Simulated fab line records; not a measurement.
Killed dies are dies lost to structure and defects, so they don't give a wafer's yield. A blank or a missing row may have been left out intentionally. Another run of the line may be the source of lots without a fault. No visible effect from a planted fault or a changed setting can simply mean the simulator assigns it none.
Chamber matching | flow nandHarc | rieDiel-11 running NHARC_A_CONTACT_ETCH_88: 4 sister chambers
The step etches the open film in CF4, target depth 39 nm, time 65 s. 7 wafers are shown with their chamber, then 8 later ones without.

== WAFERS WITH THEIR CHAMBER ==
wafer  | chamber | showerheadPlenumPTorr (Torr) | drypumpMotorCurrentA (A)
L527.6 | 2       | 1.66                         | 5.9
L529.2 | 3       | 1.64                         | 5.2
L529.4 | 1       | 1.64                         | 5.6
L528.1 | 1       | 1.64                         | 5.6
L528.2 | 2       | 1.65                         | 5.8
L528.5 | 0       | 1.82                         | 5.2
L534.2 | 0       | 1.82                         | 5.2

== WAFERS MISSING THEIR CHAMBER ==
wafer  | showerheadPlenumPTorr (Torr) | drypumpMotorCurrentA (A)
L534.3 | 1.64                         | 5.7
L534.6 | 1.64                         | 5.2
L533.1 | 1.64                         | 5.6
L533.2 | 1.65                         | 5.9
L533.6 | 1.65                         | 5.9
L532.4 | 1.65                         | 5.9
L532.5 | 1.64                         | 5.7
L532.6 | 1.82                         | 5.2

== WHICH CHAMBER EACH ONE RAN IN ==
wafer  | from the rows above | in truth
L534.3 | 1                   | 1
L534.6 | 3                   | 3
L533.1 | 1                   | 1
L533.2 | 2                   | 2
L533.6 | 2                   | 2
L532.4 | 2                   | 2
L532.5 | 1                   | 1
L532.6 | 0                   | 0
Placed correctly: 8 of 8. From these rows, 0 cannot be placed. 0 placed wrongly.
How it was worked out, from the rows above alone: a wafer's distance from a chamber is the root of the sum, over the readings, of the square of ((its reading less the chamber's mean) divided by the reading's scatter). If the next closest chamber is less than 2 further off than the closest, the wafer can't be placed; otherwise it belongs to the closest. A chamber's mean is the mean of its shown wafers. The scatter is the square root of a quotient: the sum, over the shown wafers, of each reading's squared deviation from its chamber's mean, divided by wafers minus chambers.
